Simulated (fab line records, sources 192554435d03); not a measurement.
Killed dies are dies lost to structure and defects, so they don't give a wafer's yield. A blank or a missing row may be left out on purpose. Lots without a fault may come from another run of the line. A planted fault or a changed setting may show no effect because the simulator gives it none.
Which tool did it? | flow n5_finfet | 24 lots, 72 wafers sampled, at 6 steps of a route of 1938

WHAT THE GAUGES READ, wafer by wafer
N5_BEOL_M0_SAQP_OVL_MEAS_15.
lot  | measured     | on         | M0_CORE_OVL (nm)
L074 | day 5 10:21  | overlay-01 | 0.3 -0.7 -0.1
L075 | day 5 15:46  | overlay-02 | 0.6 2.2 0.7
L076 | day 6 02:54  | overlay-02 | 0.5 -0.6 -1.0
L077 | day 6 09:14  | overlay-02 | 0.2 0.2 -0.7
L078 | day 6 15:12  | overlay-02 | 0.4 0.6 0.5
L079 | day 6 18:50  | overlay-01 | -1.2 -0.8 -1.5
L080 | day 6 20:47  | overlay-02 | 0.0 -0.3 1.0
L081 | day 7 06:52  | overlay-01 | 1.9 0.2 1.3
L082 | day 7 11:49  | overlay-02 | 0.1 -1.5 -0.6
L083 | day 7 16:04  | overlay-01 | 1.6 0.8 0.2
L084 | day 7 18:23  | overlay-01 | 0.1 0.5 0.7
L085 | day 8 05:31  | overlay-02 | 1.3 1.8 0.5
L086 | day 8 15:23  | overlay-02 | -0.5 1.1 0.0
L087 | day 9 00:53  | overlay-01 | -1.1 -0.2 -0.2
L088 | day 9 01:53  | overlay-02 | 0.0 -0.9 -0.2
L089 | day 9 07:01  | overlay-01 | 1.9 2.1 1.1
L090 | day 9 08:44  | overlay-02 | -1.8 -0.4 -0.4
L091 | day 9 14:47  | overlay-02 | 0.9 0.4 0.3
L092 | day 9 23:17  | overlay-01 | -0.1 1.0 1.1
L093 | day 10 03:38 | overlay-01 | 0.7 0.3 -0.4
L094 | day 10 12:23 | overlay-01 | -0.5 0.2 -0.6
L095 | day 10 15:56 | overlay-01 | -0.2 0.2 1.0
L096 | day 10 23:32 | overlay-01 | -0.1 -0.5 -1.0
L097 | day 11 07:01 | overlay-01 | 0.7 -0.6 -0.6

N5_BEOL_M0_SAQP_CD_MEAS_25: target cd 13.1 nm.
lot  | measured     | on        | cd_nm (nm)
L074 | day 5 12:02  | cd_sem-02 | 12.43 13.08 12.94
L075 | day 5 17:23  | cd_sem-01 | 12.84 13.08 12.65
L076 | day 6 04:31  | cd_sem-02 | 12.97 13.00 12.85
L077 | day 6 10:51  | cd_sem-03 | 12.63 12.85 12.73
L078 | day 6 16:59  | cd_sem-01 | 12.74 12.92 12.77
L079 | day 6 21:33  | cd_sem-03 | 12.75 12.64 13.09
L080 | day 6 22:24  | cd_sem-02 | 12.53 12.73 12.73
L081 | day 7 08:44  | cd_sem-01 | 12.60 12.52 13.00
L082 | day 7 13:26  | cd_sem-02 | 12.80 12.82 12.90
L083 | day 7 18:04  | cd_sem-02 | 12.45 12.80 12.55
L084 | day 7 20:44  | cd_sem-02 | 12.81 12.94 12.80
L085 | day 8 08:40  | cd_sem-03 | 12.74 13.04 12.83
L086 | day 8 17:19  | cd_sem-03 | 13.11 12.97 12.24
L087 | day 9 02:49  | cd_sem-02 | 12.51 12.95 13.40
L088 | day 9 03:34  | cd_sem-03 | 12.81 12.87 13.04
L089 | day 9 08:38  | cd_sem-01 | 12.79 12.70 12.06
L090 | day 9 10:50  | cd_sem-02 | 12.53 12.97 12.34
L091 | day 9 16:45  | cd_sem-01 | 12.58 12.78 13.10
L092 | day 10 00:55 | cd_sem-01 | 12.65 12.50 13.34
L093 | day 10 05:37 | cd_sem-01 | 12.42 12.98 13.08
L094 | day 10 14:03 | cd_sem-03 | 12.57 13.19 12.81
L095 | day 10 18:02 | cd_sem-01 | 12.93 12.99 13.18
L096 | day 11 01:31 | cd_sem-03 | 12.87 12.87 12.74
L097 | day 11 08:38 | cd_sem-02 | 12.48 12.68 12.90

N5_BEOL_M0_SAQP_CD_MEAS_29: target cd 14.4 nm.
lot  | measured     | on        | cd_nm (nm)
L074 | day 5 13:55  | cd_sem-02 | 14.98 14.99 14.97
L075 | day 5 19:10  | cd_sem-03 | 15.06 15.31 14.81
L076 | day 6 06:21  | cd_sem-03 | 15.29 14.93 15.18
L077 | day 6 12:43  | cd_sem-02 | 15.11 14.77 15.11
L078 | day 6 18:47  | cd_sem-01 | 15.24 15.14 15.14
L079 | day 6 23:19  | cd_sem-03 | 14.80 15.27 14.64
L080 | day 7 00:36  | cd_sem-02 | 15.18 14.95 14.71
L081 | day 7 10:35  | cd_sem-01 | 15.24 14.79 15.41
L082 | day 7 15:11  | cd_sem-02 | 15.21 15.06 15.42
L083 | day 7 20:10  | cd_sem-02 | 14.85 15.05 15.58
L084 | day 7 22:29  | cd_sem-02 | 15.32 14.97 14.80
L085 | day 8 10:33  | cd_sem-03 | 15.27 14.81 15.21
L086 | day 8 19:30  | cd_sem-03 | 14.50 14.68 15.00
L087 | day 9 04:35  | cd_sem-02 | 14.95 14.83 15.21
L088 | day 9 05:23  | cd_sem-02 | 15.17 14.94 15.10
L089 | day 9 10:23  | cd_sem-03 | 14.90 14.71 14.81
L090 | day 9 12:36  | cd_sem-01 | 14.59 15.06 14.82
L091 | day 9 18:47  | cd_sem-02 | 15.00 15.33 15.04
L092 | day 10 03:05 | cd_sem-03 | 15.30 14.80 14.76
L093 | day 10 07:22 | cd_sem-03 | 15.13 14.85 15.05
L094 | day 10 15:49 | cd_sem-01 | 14.92 14.77 14.82
L095 | day 10 20:12 | cd_sem-03 | 14.95 15.12 14.84
L096 | day 11 03:29 | cd_sem-02 | 15.37 15.07 15.16
L097 | day 11 10:37 | cd_sem-03 | 15.18 15.27 15.33

WHICH TOOL RAN EACH LOT (tool, then ch and the chambers of the sampled wafers, then the start)
lot  | N5_BEOL_M0_SAQP_DESCUM_19          | N5_BEOL_M0_SAQP_RECESS_114         | N5_BEOL_M0_SAQP_SPACER1_ETCHBACK_99
L074 | rie_diel-05 ch 0,2,3, day 5 10:29  | vapor_etch-02 ch 0, day 5 10:59    | rie_diel-06 ch 0,2,3, day 5 11:51
L075 | rie_diel-06 ch 0,2, day 5 15:50    | vapor_etch-01 ch 1, day 5 16:20    | rie_diel-01 ch 0,2,3, day 5 17:11
L076 | rie_diel-06 ch 1,2,3, day 6 02:58  | vapor_etch-01 ch 0,1, day 6 03:28  | rie_diel-05 ch 1,2, day 6 04:20
L077 | rie_diel-06 ch 0,1,2, day 6 09:17  | vapor_etch-01 ch 0,1, day 6 09:47  | rie_diel-01 ch 1,2,3, day 6 10:39
L078 | rie_diel-05 ch 0,1,2, day 6 15:16  | vapor_etch-01 ch 0, day 6 15:46    | rie_diel-05 ch 0,2,3, day 6 16:47
L079 | rie_diel-01 ch 0,2, day 6 19:02    | vapor_etch-02 ch 0,1, day 6 19:36  | rie_diel-06 ch 1,2,3, day 6 21:21
L080 | rie_diel-05 ch 0,1,3, day 6 20:50  | vapor_etch-02 ch 0,1, day 6 21:20  | rie_diel-05 ch 0,2,3, day 6 22:12
L081 | rie_diel-01 ch 0,1,3, day 7 07:08  | vapor_etch-01 ch 1, day 7 07:41    | rie_diel-06 ch 0,1,2, day 7 08:32
L082 | rie_diel-01 ch 0,2,3, day 7 11:52  | vapor_etch-02 ch 0,1, day 7 12:22  | rie_diel-06 ch 1,3, day 7 13:14
L083 | rie_diel-01 ch 0,1,3, day 7 16:23  | vapor_etch-01 ch 0,1, day 7 17:01  | rie_diel-05 ch 0,1,3, day 7 17:52
L084 | rie_diel-01 ch 1,2,3, day 7 18:27  | vapor_etch-02 ch 0,1, day 7 19:11  | rie_diel-06 ch 1,2, day 7 20:32
L085 | rie_diel-01 ch 0,1,3, day 8 05:43  | vapor_etch-02 ch 0,1, day 8 06:25  | rie_diel-01 ch 0,2,3, day 8 08:28
L086 | rie_diel-06 ch 0,1,2, day 8 15:26  | vapor_etch-01 ch 0,1, day 8 16:04  | rie_diel-06 ch 2,3, day 8 17:07
L087 | rie_diel-06 ch 0,2,3, day 9 01:07  | vapor_etch-02 ch 0,1, day 9 01:44  | rie_diel-05 ch 0,1,2, day 9 02:37
L088 | rie_diel-05 ch 0,2,3, day 9 01:56  | vapor_etch-02 ch 0,1, day 9 02:30  | rie_diel-01 ch 1,2,3, day 9 03:22
L089 | rie_diel-06 ch 0,3, day 9 07:04    | vapor_etch-01 ch 0,1, day 9 07:41  | rie_diel-06 ch 0,3, day 9 08:26
L090 | rie_diel-06 ch 0,1,3, day 9 08:48  | vapor_etch-01 ch 0,1, day 9 09:18  | rie_diel-05 ch 0,3, day 9 10:38
L091 | rie_diel-06 ch 0,2,3, day 9 14:51  | vapor_etch-02 ch 0,1, day 9 15:21  | rie_diel-01 ch 1,2,3, day 9 16:34
L092 | rie_diel-05 ch 1,2,3, day 9 23:21  | vapor_etch-02 ch 0,1, day 9 23:51  | rie_diel-06 ch 0,1,3, day 10 00:43
L093 | rie_diel-05 ch 0,2,3, day 10 03:56 | vapor_etch-02 ch 0,1, day 10 04:33 | rie_diel-05 ch 1,3, day 10 05:25
L094 | rie_diel-01 ch 0,1,3, day 10 12:27 | vapor_etch-01 ch 0,1, day 10 12:59 | rie_diel-01 ch 0,1, day 10 13:51
L095 | rie_diel-01 ch 0,2,3, day 10 15:59 | vapor_etch-02 ch 0,1, day 10 16:47 | rie_diel-06 ch 0,1,3, day 10 17:50
L096 | rie_diel-05 ch 0,2,3, day 10 23:35 | vapor_etch-02 ch 0,1, day 11 00:09 | rie_diel-05 ch 0,2,3, day 11 01:19
L097 | rie_diel-05 ch 2,3, day 11 07:05   | vapor_etch-01 ch 0,1, day 11 07:42 | rie_diel-01 ch 1,2, day 11 08:26
- N5_BEOL_M0_SAQP_DESCUM_19: chemistry O2, time 7.9 s.
- N5_BEOL_M0_SAQP_RECESS_114: chemistry HF/NH3, target SiO2, target depth 14.4 nm, afs cycles 3, sublimation time 60 s.
- N5_BEOL_M0_SAQP_SPACER1_ETCHBACK_99: etches SiO2 in CHF3/O2, target depth 15.4 nm, time 7.7 s.

WHAT THE TOOLS THEMSELVES READ (means of the sampled wafers that have a number; where no wafer has one, the mark that the record gives instead)
N5_BEOL_M0_SAQP_DESCUM_19.
lot  | tool        | drypump_motor_current_A (A) | oes_product_au (a.u.) | rf_vpp_V (V) | showerhead_plenum_p_Torr (Torr) | throttle_valve_pct (%)
L074 | rie_diel-05 | 5.6                         | 0.78                  | 243.0        | 2.08                            | 20.51
L075 | rie_diel-06 | 6.2                         | 0.75                  | 244.1        | 2.18                            | 20.54
L076 | rie_diel-06 | 5.7                         | 0.73                  | 243.8        | 2.10                            | 20.72
L077 | rie_diel-06 | 5.9                         | 0.76                  | 245.0        | 2.16                            | 20.59
L078 | rie_diel-05 | 5.8                         | 0.76                  | 243.1        | 2.07                            | 20.64
L079 | rie_diel-01 | 5.7                         | 0.85                  | 243.0        | 2.05                            | 20.27
L080 | rie_diel-05 | 5.3                         | 0.75                  | 242.5        | 2.07                            | 20.54
L081 | rie_diel-01 | 5.8                         | 0.76                  | 241.8        | 2.05                            | 20.45
L082 | rie_diel-01 | 5.7                         | 0.81                  | 242.5        | 2.07                            | 20.36
L083 | rie_diel-01 | 5.8                         | 0.76                  | 242.5        | 2.05                            | 20.43
L084 | rie_diel-01 | 6.0                         | 0.78                  | 242.1        | 2.02                            | 20.43
L085 | rie_diel-01 | 5.8                         | 0.76                  | 242.7        | 2.05                            | 20.45
L086 | rie_diel-06 | 5.9                         | 0.74                  | 244.2        | 2.16                            | 20.62
L087 | rie_diel-06 | 6.0                         | 0.73                  | 242.7        | 2.12                            | 20.52
L088 | rie_diel-05 | 5.6                         | 0.77                  | 242.1        | 2.07                            | 20.56
L089 | rie_diel-06 | 6.0                         | 0.76                  | 244.0        | 2.13                            | 20.34
L090 | rie_diel-06 | 5.7                         | 0.74                  | 241.8        | 2.10                            | 20.58
L091 | rie_diel-06 | 6.0                         | 0.73                  | 243.2        | 2.12                            | 20.53
L092 | rie_diel-05 | 5.4                         | 0.74                  | 243.8        | 2.08                            | 20.68
L093 | rie_diel-05 | 5.6                         | 0.75                  | 242.1        | 2.07                            | 20.56
L094 | rie_diel-01 | 5.8                         | 0.75                  | 242.0        | 2.04                            | 20.48
L095 | rie_diel-01 | 5.6                         | 0.79                  | 244.3        | 2.06                            | 20.40
L096 | rie_diel-05 | 5.6                         | 0.75                  | 243.1        | 2.07                            | 20.56
L097 | rie_diel-05 | 5.8                         | 0.74                  | 243.3        | 2.09                            | 20.69

N5_BEOL_M0_SAQP_RECESS_114.
lot  | tool          | drypump_motor_current_A (A)
L074 | vapor_etch-02 | 5.47
L075 | vapor_etch-01 | 5.89
L076 | vapor_etch-01 | 5.77
L077 | vapor_etch-01 | 5.77
L078 | vapor_etch-01 | 5.55
L079 | vapor_etch-02 | 5.21
L080 | vapor_etch-02 | 5.19
L081 | vapor_etch-01 | 5.85
L082 | vapor_etch-02 | 5.31
L083 | vapor_etch-01 | 5.79
L084 | vapor_etch-02 | 5.31
L085 | vapor_etch-02 | 5.33
L086 | vapor_etch-01 | 5.80
L087 | vapor_etch-02 | 5.32
L088 | vapor_etch-02 | 5.18
L089 | vapor_etch-01 | 5.67
L090 | vapor_etch-01 | 5.76
L091 | vapor_etch-02 | 5.20
L092 | vapor_etch-02 | 5.33
L093 | vapor_etch-02 | 5.34
L094 | vapor_etch-01 | 5.67
L095 | vapor_etch-02 | 5.20
L096 | vapor_etch-02 | 5.18
L097 | vapor_etch-01 | 5.74

N5_BEOL_M0_SAQP_SPACER1_ETCHBACK_99.
lot  | tool        | drypump_motor_current_A (A) | oes_product_au (a.u.) | rf_vpp_V (V) | showerhead_plenum_p_Torr (Torr) | throttle_valve_pct (%)
L074 | rie_diel-06 | 6.1                         | 0.75                  | 519          | 2.45                            | 18.91
L075 | rie_diel-01 | 5.6                         | 0.82                  | 516          | 2.40                            | 18.88
L076 | rie_diel-05 | 5.9                         | 0.75                  | 535          | 2.43                            | 19.27
L077 | rie_diel-01 | 6.0                         | 0.78                  | 517          | 2.35                            | 18.96
L078 | rie_diel-05 | 5.6                         | 0.78                  | 522          | 2.39                            | 19.00
L079 | rie_diel-06 | 5.8                         | 0.72                  | 517          | 2.40                            | 19.13
L080 | rie_diel-05 | 5.6                         | 0.78                  | 522          | 2.39                            | 19.02
L081 | rie_diel-06 | 5.9                         | 0.75                  | 520          | 2.47                            | 18.99
L082 | rie_diel-06 | 5.6                         | 0.72                  | 513          | 2.34                            | 19.11
L083 | rie_diel-05 | 5.2                         | 0.75                  | 521          | 2.38                            | 19.04
L084 | rie_diel-06 | 5.6                         | 0.71                  | 517          | 2.43                            | 19.18
L085 | rie_diel-01 | 5.6                         | 0.80                  | 515          | 2.39                            | 18.90
L086 | rie_diel-06 | 5.9                         | 0.71                  | 517          | 2.37                            | 19.11
L087 | rie_diel-05 | 5.8                         | 0.74                  | 526          | 2.39                            | 19.16
L088 | rie_diel-01 | 6.0                         | 0.76                  | 519          | 2.34                            | 19.00
L089 | rie_diel-06 | 5.8                         | 0.73                  | 515          | 2.38                            | 18.94
L090 | rie_diel-05 | 5.1                         | 0.75                  | 519          | 2.38                            | 18.94
L091 | rie_diel-01 | 6.0                         | 0.75                  | 518          | 2.34                            | 19.01
L092 | rie_diel-06 | 5.7                         | 0.73                  | 515          | 2.40                            | 18.99
L093 | rie_diel-05 | 4.9                         | 0.72                  | 528          | 2.39                            | 19.08
L094 | rie_diel-01 | 6.0                         | 0.73                  | 514          | 2.34                            | 19.05
L095 | rie_diel-06 | 5.7                         | 0.73                  | 517          | 2.40                            | 18.99
L096 | rie_diel-05 | 5.6                         | 0.74                  | 523          | 2.38                            | 19.06
L097 | rie_diel-01 | 6.2                         | 0.73                  | 516          | 2.30                            | 19.06

THE ANSWER, worked out from the rows above alone
Rule: what is usual is taken from the lots themselves. Put in order of their means at a reading, lots are off if they are a third of the lots or fewer, leave a main group of 4 or more, and stand apart from it by a gap of 3 or more times the standard deviation of the main group's means; of several such gaps the widest counts. A main group whose means are all the same, to the digits that the tables above print for the reading, isn't used. A lot without any number at a reading at which 4 lots or more have one is off too. The other lots that the step has rows for count as sound. The gauges are gone through in route order, then the tools' own readings, and for those a lot's mean is taken as printed above. The first step at which some lot is off is used, and at that step the reading that is off furthest; a lot without a number counts as furthest.
No lot is off at any reading shown: from this, nothing can be told.

WHAT THE SIMULATOR HAD PUT IN
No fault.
